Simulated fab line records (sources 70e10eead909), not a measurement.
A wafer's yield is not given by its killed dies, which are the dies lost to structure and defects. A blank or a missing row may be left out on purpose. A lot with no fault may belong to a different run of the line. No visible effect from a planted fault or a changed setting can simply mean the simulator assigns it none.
fab line records ; flow nand-harc ; part 1 of 2: steps 1 to 22 of 28
record: lots: 5; wafers: 15; last-day: 23
route steps=1159 shown A_STAIRCASE@557
lots untouched by any fault: they come from a run of this same line in which no faults occurred
start-h: hours from the record's first day to the start of the lot's first wafer shown ; wait-h: time in hours since the lot's previous step ; " the same as in the row above ; L1.1+2: a row that stands for several wafers ; - either no value or no given start ; * or withheld: withheld ; < > ~ a bound
route shown NAME@n: NAME is a module with steps in the file, n the number in the route of the first one ; usual: the fault-free wafers' mean and standard deviation ; same: alike in all rows ; chamber/n: place in a boat ; sites: the reading at each site ; _std_site: how widely they spread, as a standard deviation ; _edge_site: mean of outer sites minus mean of inner sites ; radius-mm: how far each site lies from the wafer's centre ; mask NAME#n: copy n ; behind: the last tool/chamber to shape the wafer ; hold: the reason the lot was held/the length of the hold in hours/how it ended ; device: which transistor (n, p or np) failed to switch ; end of line: the route-end tests of the same wafers ; a step without rows: its recipe alone ; killed: dies lost to structure and defects at the first sort, not the wafer's yield ; map: a wafer's dies, marking killed ones x, the rest . and places with no die _
set.NAME: the run value of the setting; set.NAME@STEP: its run value at that earlier step ; model.NAME: the simulator's own value behind a step, which no gauge read
certain route steps with their lots: each step a table, each wafer a row
services: a tool's chamber out of use, with start hour (start-h, from the record's first day; less than 0 if before it), hours out, and reason
== steps ==
step: NHARC_A_STAIRCASE_TRIM_20
recipe: time-s: 211.2; o2-flow-sccm: 500; ar-flow-sccm: 0; bias-w: 0; chemistry: O2
usual: drypump-motor-current-A: 5.9/0.51; oes-product-au: 0.997/0.014; rf-vpp-V: 57.8/0.97; showerhead-plenum-p-Torr: 3.51/0.18; throttle-valve-pct: 17.038/0.0099
lot.wafer;tool;chamber;start-h;wait-h;drypump-motor-current-A;oes-product-au;rf-hours-counter-h;rf-vpp-V;showerhead-plenum-p-Torr;throttle-valve-pct
L082.2;rie-diel-11;0;282.67;0.1;5.8;1.008;32;57.8;3.37;17.041
L082.4;rie-diel-11;3;282.67;0.1;6.6;1.004;36;56.7;3.32;17.038
L082.6;rie-diel-11;1;282.67;0.1;5.7;1.017;-;59.3;3.76;17.035
L089.4;rie-diel-05;2;337.02;0.1;6.1;0.970;65;56.1;3.36;17.052
L089.3;rie-diel-05;1;337.02;0.1;5.7;0.992;64;58.2;3.47;17.025
L089.6;rie-diel-05;2;337.02;0.1;6.1;0.977;-;57.8;3.36;17.026
L091.3;rie-diel-05;3;338.93;0.1;6.5;1.018;61;57.1;3.29;17.043
L091.2;rie-diel-05;0;338.93;0.1;4.7;0.992;60;57.8;3.48;17.031
L091.5;rie-diel-05;2;338.93;0.1;6.1;0.981;-;56.5;3.36;17.038
L093.4;rie-diel-11;1;339.18;0.1;5.7;1.016;59;58.6;3.75;17.021
L093.3;rie-diel-11;2;339.18;0.1;6.1;0.980;56;58.6;3.78;17.043
L093.5;rie-diel-11;1;339.18;0.1;5.7;1.027;-;60.4;3.75;17.026
L096.1;rie-diel-05;0;363.38;0.1;4.7;1.009;3;59.1;3.48;17.027
L096.3;rie-diel-05;1;363.38;0.1;5.7;1.015;3;58.0;3.47;17.029
L096.6;rie-diel-05;0;363.38;0.1;4.7;1.011;-;57.1;3.48;17.038
step: NHARC_A_STAIRCASE_ETCH_21
recipe: target-depth-a: 1000; time-s: 40.5; ion-energy-ev: 400; c4f8-flow-sccm: 20; o2-flow-sccm: 10; ar-flow-sccm: withheld; rf-w: 600; bias-w: 1000; chemistry: C4F8/O2
usual: oes-product-au: 0.938/0.018; rf-vpp-V: 895/6.3
lot.wafer;tool;chamber;start-h;wait-h;oes-product-au;rf-hours-counter-h;rf-vpp-V
L082.2;rie-diel-11;0;-;-;0.941;32;890
L082.4;rie-diel-11;2;-;-;0.931;34;905
L082.6;rie-diel-11;0;-;-;0.955;-;889
L089.3;rie-diel-05;2;-;-;0.906;65;892
L089.4;rie-diel-05;0;-;-;0.934;59;893
L089.6;rie-diel-05;2;-;-;0.914;-;891
L091.3;rie-diel-05;3;-;-;0.979;61;887
L091.2;rie-diel-05;1;-;-;0.975;65;893
L091.5;rie-diel-05;3;-;-;0.982;-;887
L093.4;rie-diel-11;1;-;-;0.965;59;903
L093.3;rie-diel-11;2;-;-;0.950;56;904
L093.5;rie-diel-11;0;-;-;0.943;-;889
L096.1;rie-diel-05;2;-;-;0.907;4;890
L096.3;rie-diel-05;3;-;-;0.931;4;906
L096.6;rie-diel-05;1;-;-;0.955;-;894
step: NHARC_A_STAIRCASE_TRIM_22
recipe: time-s: 211.2; o2-flow-sccm: 500; ar-flow-sccm: 0; bias-w: 0; chemistry: O2
usual: drypump-motor-current-A: 5.8/0.52; oes-product-au: 0.996/0.014; rf-vpp-V: 57.9/0.93; showerhead-plenum-p-Torr: 3.53/0.18; throttle-valve-pct: 17.037/0.0087
lot.wafer;tool;chamber;start-h;wait-h;drypump-motor-current-A;oes-product-au;rf-hours-counter-h;rf-vpp-V;showerhead-plenum-p-Torr;throttle-valve-pct
L082.4;rie-diel-11;2;-;-;6.1;0.973;34;59.1;3.79;17.040
L082.2;rie-diel-11;3;-;-;6.7;0.993;36;57.2;3.32;17.032
L082.6;rie-diel-11;2;-;-;6.1;0.980;-;58.9;3.79;17.046
L089.3;rie-diel-05;3;-;-;6.5;1.015;60;57.1;3.29;17.022
L089.4;rie-diel-05;1;-;-;5.7;1.001;64;59.0;3.47;17.044
L089.6;rie-diel-05;0;-;-;4.8;0.991;-;57.6;3.48;17.038
L091.3;rie-diel-05;1;-;-;5.7;0.995;65;56.6;3.47;17.030
L091.2;rie-diel-05;2;-;-;6.2;0.967;65;58.7;3.36;17.029
L091.5;rie-diel-05;1;-;-;5.7;0.988;-;59.4;3.47;17.041
L093.4;rie-diel-11;2;-;-;6.1;0.988;56;56.7;3.78;17.027
L093.3;rie-diel-11;1;-;-;5.7;1.026;59;58.4;3.75;17.045
L093.5;rie-diel-11;3;-;-;6.7;1.004;-;58.6;3.31;17.042
L096.3;rie-diel-05;0;-;-;4.7;1.015;3;57.5;3.48;17.041
L096.1;rie-diel-05;1;-;-;5.7;1.024;3;58.5;3.47;17.024
L096.6;rie-diel-05;3;-;-;6.5;0.998;-;58.2;3.81;17.041
step: NHARC_A_STAIRCASE_ETCH_23
recipe: target-depth-a: 1000; time-s: 40.5; ion-energy-ev: 400; c4f8-flow-sccm: 20; o2-flow-sccm: 10; ar-flow-sccm: withheld; rf-w: 600; bias-w: 1000; chemistry: C4F8/O2
usual: oes-product-au: 0.937/0.014; rf-vpp-V: 895/6.5
lot.wafer;tool;chamber;start-h;wait-h;oes-product-au;rf-hours-counter-h;rf-vpp-V
L082.2;rie-diel-11;2;-;-;0.923;34;905
L082.4;rie-diel-11;3;-;-;0.960;36;887
L082.6;rie-diel-11;3;-;-;0.958;-;888
L089.4;rie-diel-05;0;-;-;0.921;60;892
L089.3;rie-diel-05;1;-;-;0.957;64;894
L089.6;rie-diel-05;2;-;-;0.933;-;890
L091.2;rie-diel-05;3;-;-;0.974;61;888
L091.3;rie-diel-05;0;-;-;0.941;60;894
L091.5;rie-diel-05;1;-;-;0.934;-;894
L093.4;rie-diel-11;0;-;-;0.949;53;889
L093.3;rie-diel-11;2;-;-;0.922;56;904
L093.5;rie-diel-11;1;-;-;0.965;-;903
L096.1;rie-diel-05;0;-;-;0.953;3;894
L096.3;rie-diel-05;1;-;-;0.983;3;894
L096.6;rie-diel-05;3;-;-;0.939;-;907
step: NHARC_A_STAIRCASE_TRIM_24
recipe: time-s: 211.2; o2-flow-sccm: 500; ar-flow-sccm: 0; bias-w: 0; chemistry: O2
usual: drypump-motor-current-A: 5.8/0.5; oes-product-au: 0.997/0.012; rf-vpp-V: 57.7/0.85; showerhead-plenum-p-Torr: 3.52/0.18; throttle-valve-pct: 17.035/0.0093
lot.wafer;tool;chamber;start-h;wait-h;drypump-motor-current-A;oes-product-au;rf-hours-counter-h;rf-vpp-V;showerhead-plenum-p-Torr;throttle-valve-pct
L082.4;rie-diel-11;3;-;-;6.7;1.000;36;57.0;3.32;17.029
L082.2;rie-diel-11;0;-;-;5.8;1.005;32;57.4;3.37;17.010
L082.6;rie-diel-11;0;-;-;5.8;1.011;-;56.6;3.37;17.026
L089.4;rie-diel-05;0;-;-;4.7;0.986;60;56.6;3.48;17.031
L089.3;rie-diel-05;1;-;-;5.7;0.992;64;58.5;3.47;17.029
L089.6;rie-diel-05;3;-;-;6.5;1.015;-;57.5;3.29;17.030
L091.3;rie-diel-05;0;-;-;4.8;0.990;60;57.9;3.48;17.042
L091.2;rie-diel-05;1;-;-;5.7;0.996;65;58.0;3.47;17.050
L091.5;rie-diel-05;0;-;-;4.8;0.992;-;58.4;3.48;17.033
L093.3;rie-diel-11;1;-;-;5.7;1.020;59;57.4;3.75;17.028
L093.4;rie-diel-11;2;-;-;6.1;0.988;57;58.6;3.78;17.025
L093.5;rie-diel-11;2;-;-;6.1;0.990;-;57.3;3.78;17.042
L096.1;rie-diel-05;3;-;-;6.5;1.004;4;58.9;3.81;17.041
L096.3;rie-diel-05;1;-;-;5.7;1.027;4;57.6;3.47;17.039
L096.6;rie-diel-05;2;-;-;6.1;0.973;-;57.6;3.36;17.035
step: NHARC_A_STAIRCASE_ETCH_25
recipe: target-depth-a: 1000; time-s: 40.5; ion-energy-ev: 400; c4f8-flow-sccm: 20; o2-flow-sccm: 10; ar-flow-sccm: withheld; rf-w: 600; bias-w: 1000; chemistry: C4F8/O2
usual: oes-product-au: 0.939/0.015; rf-vpp-V: 895/6.5
lot.wafer;tool;chamber;start-h;wait-h;oes-product-au;rf-hours-counter-h;rf-vpp-V
L082.2;rie-diel-11;1;-;-;0.959;35;904
L082.4;rie-diel-11;0;-;-;0.947;32;890
L082.6;rie-diel-11;2;-;-;0.937;-;905
L089.3;rie-diel-05;2;-;-;0.925;65;890
L089.4;rie-diel-05;0;-;-;0.923;60;895
L089.6;rie-diel-05;2;-;-;0.927;-;889
L091.3;rie-diel-05;0;-;-;0.923;60;894
L091.2;rie-diel-05;1;-;-;0.939;65;894
L091.5;rie-diel-05;3;-;-;0.958;-;886
L093.4;rie-diel-11;3;-;-;0.938;56;888
L093.3;rie-diel-11;0;-;-;0.949;53;889
L093.5;rie-diel-11;0;-;-;0.955;-;891
L096.1;rie-diel-05;0;-;-;0.959;4;895
L096.3;rie-diel-05;1;-;-;0.965;4;893
L096.6;rie-diel-05;0;-;-;0.949;-;894
step: NHARC_A_STAIRCASE_TRIM_26
recipe: time-s: 211.2; o2-flow-sccm: 500; ar-flow-sccm: 0; bias-w: 0; chemistry: O2
usual: drypump-motor-current-A: 5.8/0.52; oes-product-au: 0.995/0.014; rf-vpp-V: 57.7/0.9; showerhead-plenum-p-Torr: 3.51/0.18; throttle-valve-pct: 17.036/0.0099
lot.wafer;tool;chamber;start-h;wait-h;drypump-motor-current-A;oes-product-au;rf-hours-counter-h;rf-vpp-V;showerhead-plenum-p-Torr;throttle-valve-pct
L082.4;rie-diel-11;3;-;-;6.6;0.992;36;56.9;3.32;17.035
L082.2;rie-diel-11;0;-;-;5.8;0.998;32;57.2;3.37;17.041
L082.6;rie-diel-11;3;-;-;6.6;0.989;-;56.9;3.32;17.039
L089.4;rie-diel-05;1;-;-;5.7;1.008;64;57.3;3.47;17.050
L089.3;rie-diel-05;0;-;-;4.8;0.994;60;59.2;3.48;17.032
L089.6;rie-diel-05;2;-;-;6.1;0.994;-;56.3;3.36;17.033
L091.2;rie-diel-05;3;-;-;6.5;1.011;61;56.4;3.29;17.034
L091.3;rie-diel-05;1;-;-;5.7;1.014;65;56.1;3.47;17.040
L091.5;rie-diel-05;0;-;-;4.7;1.002;-;57.0;3.48;17.036
L093.4;rie-diel-11;3;-;-;6.6;1.012;56;58.5;3.31;17.037
L093.3;rie-diel-11;1;-;-;5.7;1.024;59;57.5;3.75;17.027
L093.5;rie-diel-11;3;-;-;6.6;0.998;-;56.7;3.31;17.049
L096.3;rie-diel-05;1;-;-;5.7;1.027;4;57.5;3.47;17.057
L096.1;rie-diel-05;3;-;-;6.5;1.006;4;59.0;3.81;17.041
L096.6;rie-diel-05;2;-;-;6.1;0.975;-;58.1;3.36;17.031
step: NHARC_A_STAIRCASE_ETCH_27
recipe: target-depth-a: 1000; time-s: 40.5; ion-energy-ev: 400; c4f8-flow-sccm: 20; o2-flow-sccm: 10; ar-flow-sccm: withheld; rf-w: 600; bias-w: 1000; chemistry: C4F8/O2
usual: oes-product-au: 0.938/0.013; rf-vpp-V: 895/6.6
lot.wafer;tool;chamber;start-h;wait-h;oes-product-au;rf-hours-counter-h;rf-vpp-V
L082.4;rie-diel-11;2;-;-;0.948;34;905
L082.2;rie-diel-11;1;-;-;0.964;35;903
L082.6;rie-diel-11;2;-;-;0.938;-;903
L089.4;rie-diel-05;1;-;-;0.932;64;894
L089.3;rie-diel-05;3;-;-;0.963;60;887
L089.6;rie-diel-05;1;-;-;0.945;-;893
L091.2;rie-diel-05;2;-;-;0.927;66;889
L091.3;rie-diel-05;1;-;-;0.935;65;894
L091.5;rie-diel-05;2;-;-;0.926;-;889
L093.3;rie-diel-11;2;-;-;0.917;57;904
L093.4;rie-diel-11;3;-;-;0.936;56;888
L093.5;rie-diel-11;2;-;-;0.927;-;905
L096.3;rie-diel-05;1;-;-;0.955;4;894
L096.1;rie-diel-05;3;-;-;0.930;4;906
L096.6;rie-diel-05;1;-;-;0.954;-;895
step: NHARC_A_STAIRCASE_STRIP_175
recipe: power-w: 1500; temp-c: 250; chemistry: O2
usual: drypump-motor-current-A: 6.3/0.31; heater-power-w: 322/38
lot.wafer;tool;chamber;start-h;wait-h;drypump-motor-current-A;heater-power-w;rf-hours-counter-h
L082.2;plasma-asher-02;0;283.82;0.1;5.7;275;29
L082.4;plasma-asher-02;1;283.82;0.1;6.1;277;-
L082.6;plasma-asher-02;0;283.82;0.1;5.7;280;-
L089.3;plasma-asher-02;1;338.30;0.2;6.1;284;-
L089.4;plasma-asher-02;0;338.30;0.2;5.7;284;-
L089.6;plasma-asher-02;1;338.30;0.2;6.1;293;-
L091.2;plasma-asher-02;0;340.01;0.1;5.7;272;49
L091.3;plasma-asher-02;1;340.01;0.1;6.1;290;-
L091.5;plasma-asher-02;1;340.01;0.1;6.1;286;-
L093.4;plasma-asher-01;1;340.41;0.2;6.5;317;-
L093.3;plasma-asher-01;0;340.41;0.2;6.5;366;-
L093.5;plasma-asher-01;0;340.41;0.2;6.4;372;-
L096.1;plasma-asher-01;0;364.69;0.3;6.5;361;24
L096.3;plasma-asher-01;1;364.69;0.3;6.5;316;-
L096.6;plasma-asher-01;0;364.69;0.3;6.5;372;-
step: NHARC_A_STAIRCASE_STRIP_148
recipe: time-s: 900; temp-c: 130; chemistry: SPM
lot.wafer;tool;chamber;start-h;wait-h
L082.2+6+4;wet-bench-04;6,7,1;284.19;0.3
L089.6+4+3;wet-bench-09;7,0,2;338.56;0.1
L091.2+3+5;wet-bench-06;5,6,1;340.36;0.3
L093.5+4+3;wet-bench-06;5,1,2;340.67;0.1
L096.3+1+6;wet-bench-09;4,7,0;365.03;0.2
step: NHARC_A_STAIRCASE_PRECLEAN_149
recipe: time-s: *; temp-c: 50; bath-age-min: 0; chemistry: SC1
lot.wafer;tool;chamber;start-h;wait-h
L082.2+6+4;wet-bench-04;6,7,1;-;-
L089.6+4+3;wet-bench-09;7,0,2;-;-
L091.2+3+5;wet-bench-06;5,6,1;-;-
L093.5+4+3;wet-bench-06;5,1,2;-;-
L096.3+1+6;wet-bench-09;4,7,0;-;-
step: NHARC_A_STAIRCASE_SRD_150
lot.wafer;tool;chamber;start-h;wait-h
L082.2+6+4;wet-bench-04;6,7,1;-;-
L089.6+4+3;wet-bench-09;7,0,2;-;-
L091.2+3+5;wet-bench-06;5,6,1;-;-
L093.5+4+3;wet-bench-06;5,1,2;-;-
L096.3+1+6;wet-bench-09;4,7,0;-;-
step: NHARC_A_STAIRCASE_DEHYDRATE_176
recipe: temp-c: 150; time-s: 120
usual: chill-plate-temp-C: 23.01/0.12
lot.wafer;tool;chamber;start-h;wait-h;chill-plate-temp-C
L082.2;litho-track-05;0;284.64;-;22.99
L082.4;litho-track-05;0;284.64;-;23.11
L082.6;litho-track-05;0;284.64;-;23.04
L089.3;litho-track-05;0;339.02;-;22.84
L089.4;litho-track-05;0;339.02;-;22.83
L089.6;litho-track-05;0;339.02;-;22.96
L091.2;litho-track-03;0;340.81;-;23.17
L091.3;litho-track-03;0;340.81;-;23.05
L091.5;litho-track-03;0;340.81;-;22.98
L093.3;litho-track-05;0;341.12;-;23.08
L093.4;litho-track-05;0;341.12;-;23.14
L093.5;litho-track-05;0;341.12;-;23.26
L096.1;litho-track-05;0;365.48;-;23.13
L096.3;litho-track-05;0;365.48;-;23.24
L096.6;litho-track-05;0;365.48;-;23.13
step: NHARC_A_STAIRCASE_HMDS_177
recipe: time-s: 30
usual: chill-plate-temp-C: 22.99/0.1
lot.wafer;tool;chamber;start-h;wait-h;chill-plate-temp-C
L082.2;litho-track-05;0;-;-;22.92
L082.4;litho-track-05;0;-;-;22.97
L082.6;litho-track-05;0;-;-;23.00
L089.3;litho-track-05;0;-;-;23.12
L089.4;litho-track-05;0;-;-;23.03
L089.6;litho-track-05;0;-;-;23.04
L091.2;litho-track-03;0;-;-;23.03
L091.3;litho-track-03;0;-;-;23.12
L091.5;litho-track-03;0;-;-;23.18
L093.3;litho-track-05;0;-;-;22.95
L093.4;litho-track-05;0;-;-;22.84
L093.5;litho-track-05;0;-;-;22.82
L096.1;litho-track-05;0;-;-;22.90
L096.3;litho-track-05;0;-;-;22.91
L096.6;litho-track-05;0;-;-;22.84
step: NHARC_A_STAIRCASE_COAT_178
recipe: spin-rpm: 1200
usual: chill-plate-temp-C: 23.00/0.11
lot.wafer;tool;chamber;start-h;wait-h;chill-plate-temp-C
L082.2;litho-track-05;0;-;-;22.80
L082.4;litho-track-05;0;-;-;22.87
L082.6;litho-track-05;0;-;-;22.92
L089.3;litho-track-05;0;-;-;23.08
L089.4;litho-track-05;0;-;-;22.99
L089.6;litho-track-05;0;-;-;22.95
L091.2;litho-track-03;0;-;-;23.18
L091.3;litho-track-03;0;-;-;23.15
L091.5;litho-track-03;0;-;-;23.13
L093.3;litho-track-05;0;-;-;23.05
L093.4;litho-track-05;0;-;-;22.95
L093.5;litho-track-05;0;-;-;22.95
L096.1;litho-track-05;0;-;-;22.82
L096.3;litho-track-05;0;-;-;23.16
L096.6;litho-track-05;0;-;-;23.09
step: NHARC_A_STAIRCASE_SOFTBAKE_179
recipe: temp-c: 135; time-s: 170
usual: chill-plate-temp-C: 22.99/0.11
lot.wafer;tool;chamber;start-h;wait-h;chill-plate-temp-C
L082.2;litho-track-05;0;-;-;22.92
L082.4;litho-track-05;0;-;-;23.09
L082.6;litho-track-05;0;-;-;23.01
L089.3;litho-track-05;0;-;-;22.97
L089.4;litho-track-05;0;-;-;22.85
L089.6;litho-track-05;0;-;-;22.86
L091.2;litho-track-03;0;-;-;22.85
L091.3;litho-track-03;0;-;-;22.96
L091.5;litho-track-03;0;-;-;23.04
L093.3;litho-track-05;0;-;-;23.06
L093.4;litho-track-05;0;-;-;23.10
L093.5;litho-track-05;0;-;-;22.95
L096.1;litho-track-05;0;-;-;23.14
L096.3;litho-track-05;0;-;-;23.12
L096.6;litho-track-05;0;-;-;23.08
step: NHARC_A_STAIRCASE_EBR_180
usual: chill-plate-temp-C: 22.99/0.11
lot.wafer;tool;chamber;start-h;wait-h;chill-plate-temp-C
L082.2;litho-track-05;0;-;-;23.07
L082.4;litho-track-05;0;-;-;23.08
L082.6;litho-track-05;0;-;-;22.98
L089.3;litho-track-05;0;-;-;22.96
L089.4;litho-track-05;0;-;-;22.93
L089.6;litho-track-05;0;-;-;22.90
L091.2;litho-track-03;0;-;-;23.08
L091.3;litho-track-03;0;-;-;23.07
L091.5;litho-track-03;0;-;-;23.04
L093.3;litho-track-05;0;-;-;23.10
L093.4;litho-track-05;0;-;-;23.03
L093.5;litho-track-05;0;-;-;23.06
L096.1;litho-track-05;0;-;-;22.93
L096.3;litho-track-05;0;-;-;22.85
L096.6;litho-track-05;0;-;-;22.86
step: NHARC_A_STAIRCASE_EXPOSE_181
recipe: na: 0.5; dose-mj: 27.87; mask-id: STAIR_2
lot.wafer;tool;chamber;start-h;wait-h;mask
L082.2+4+6;krf-scanner-04;0;284.85;-;STAIR_2#0
L089.3+4+6;krf-scanner-03;0;339.37;-;STAIR_2#0
L091.2+3+5;krf-scanner-01;0;341.15;-;STAIR_2#0
L093.3+4+5;krf-scanner-04;0;341.46;-;STAIR_2#0
L096.1+3+6;krf-scanner-04;0;365.69;-;STAIR_2#0
step: NHARC_A_STAIRCASE_PEB_182
recipe: peb-temp-c: 115; peb-time-s: 130
usual: chill-plate-temp-C: 23.00/0.1
lot.wafer;tool;chamber;start-h;wait-h;chill-plate-temp-C
L082.2;litho-track-02;0;284.91;0.1;23.23
L082.4;litho-track-02;0;284.91;0.1;22.96
L082.6;litho-track-02;0;284.91;0.1;22.94
L089.3;litho-track-03;0;339.42;0.1;22.79
L089.4;litho-track-03;0;339.42;0.1;23.01
L089.6;litho-track-03;0;339.42;0.1;22.88
L091.2;litho-track-03;0;341.21;0.1;22.95
L091.3;litho-track-03;0;341.21;0.1;22.98
L091.5;litho-track-03;0;341.21;0.1;22.97
L093.3;litho-track-03;0;341.52;0.1;22.96
L093.4;litho-track-03;0;341.52;0.1;22.97
L093.5;litho-track-03;0;341.52;0.1;23.03
L096.1;litho-track-05;0;365.76;0.1;23.00
L096.3;litho-track-05;0;365.76;0.1;23.03
L096.6;litho-track-05;0;365.76;0.1;22.99
step: NHARC_A_STAIRCASE_DEVELOP_183
recipe: time-s: 140
usual: chill-plate-temp-C: 22.99/0.096
lot.wafer;tool;chamber;start-h;wait-h;chill-plate-temp-C
L082.2;litho-track-02;0;-;-;23.00
L082.4;litho-track-02;0;-;-;23.00
L082.6;litho-track-02;0;-;-;22.99
L089.3;litho-track-03;0;-;-;23.14
L089.4;litho-track-03;0;-;-;23.09
L089.6;litho-track-03;0;-;-;23.08
L091.2;litho-track-03;0;-;-;22.96
L091.3;litho-track-03;0;-;-;23.07
L091.5;litho-track-03;0;-;-;22.97
L093.3;litho-track-03;0;-;-;23.11
L093.4;litho-track-03;0;-;-;23.08
L093.5;litho-track-03;0;-;-;23.02
L096.1;litho-track-05;0;-;-;23.05
L096.3;litho-track-05;0;-;-;23.03
L096.6;litho-track-05;0;-;-;22.96
step: NHARC_A_STAIRCASE_HARDBAKE_185
recipe: temp-c: 120; time-s: 140
usual: chill-plate-temp-C: 22.97/0.1
lot.wafer;tool;chamber;start-h;wait-h;chill-plate-temp-C
L082.2;litho-track-03;0;285.13;-;22.98
L082.4;litho-track-03;0;285.13;-;22.92
L082.6;litho-track-03;0;285.13;-;22.89
L089.3;litho-track-05;0;339.65;-;23.00
L089.4;litho-track-05;0;339.65;-;22.96
L089.6;litho-track-05;0;339.65;-;22.95
L091.2;litho-track-05;0;341.43;-;22.88
L091.3;litho-track-05;0;341.43;-;23.15
L091.5;litho-track-05;0;341.43;-;23.03
L093.3;litho-track-03;0;341.75;-;23.08
L093.4;litho-track-03;0;341.75;-;22.94
L093.5;litho-track-03;0;341.75;-;23.04
L096.1;litho-track-03;0;365.97;-;23.01
L096.3;litho-track-03;0;365.97;-;23.05
L096.6;litho-track-03;0;365.97;-;23.30
step: NHARC_A_STAIRCASE_DESCUM_186
recipe: time-s: 3; o2-flow-sccm: 200; ar-flow-sccm: 0; bias-power-w: 0; chemistry: O2
usual: drypump-motor-current-A: 5.8/0.51; oes-product-au: 0.997/0.015; rf-vpp-V: 57.8/0.89; showerhead-plenum-p-Torr: 1.92/0.11; throttle-valve-pct: 11.311/0.0087
lot.wafer;tool;chamber;start-h;wait-h;drypump-motor-current-A;oes-product-au;rf-hours-counter-h;rf-vpp-V;showerhead-plenum-p-Torr;throttle-valve-pct
L082.4;rie-diel-12;3;285.22;-;5.6;1.018;24;57.9;1.98;11.307
L082.2;rie-diel-12;0;285.22;-;6.1;0.998;25;57.9;1.99;11.315
L082.6;rie-diel-12;0;285.22;-;6.1;0.978;-;57.7;1.99;11.307
L089.3;rie-diel-11;1;339.75;-;5.7;1.026;59;58.6;2.04;11.315
L089.4;rie-diel-11;2;339.75;-;6.1;0.995;57;58.7;2.06;11.317
L089.6;rie-diel-11;1;339.75;-;5.7;1.021;-;57.2;2.04;11.321
L091.3;rie-diel-12;2;341.54;-;5.3;0.981;42;56.6;1.81;11.332
L091.2;rie-diel-12;1;341.54;-;5.9;0.994;42;58.2;2.06;11.310
L091.5;rie-diel-12;3;341.54;-;5.5;0.991;-;58.1;1.97;11.296
L093.4;rie-diel-12;3;341.85;-;5.5;1.008;42;60.4;1.97;11.318
L093.3;rie-diel-12;0;341.85;-;6.1;0.978;42;60.2;1.99;11.301
L093.5;rie-diel-12;1;341.85;-;5.9;1.000;-;57.4;2.06;11.307
L096.3;rie-diel-05;0;366.09;-;4.8;1.014;4;57.6;1.88;11.311
L096.1;rie-diel-05;1;366.09;-;5.7;1.024;4;59.1;1.88;11.291
L096.6;rie-diel-05;3;366.09;-;6.5;1.003;-;57.8;2.08;11.314
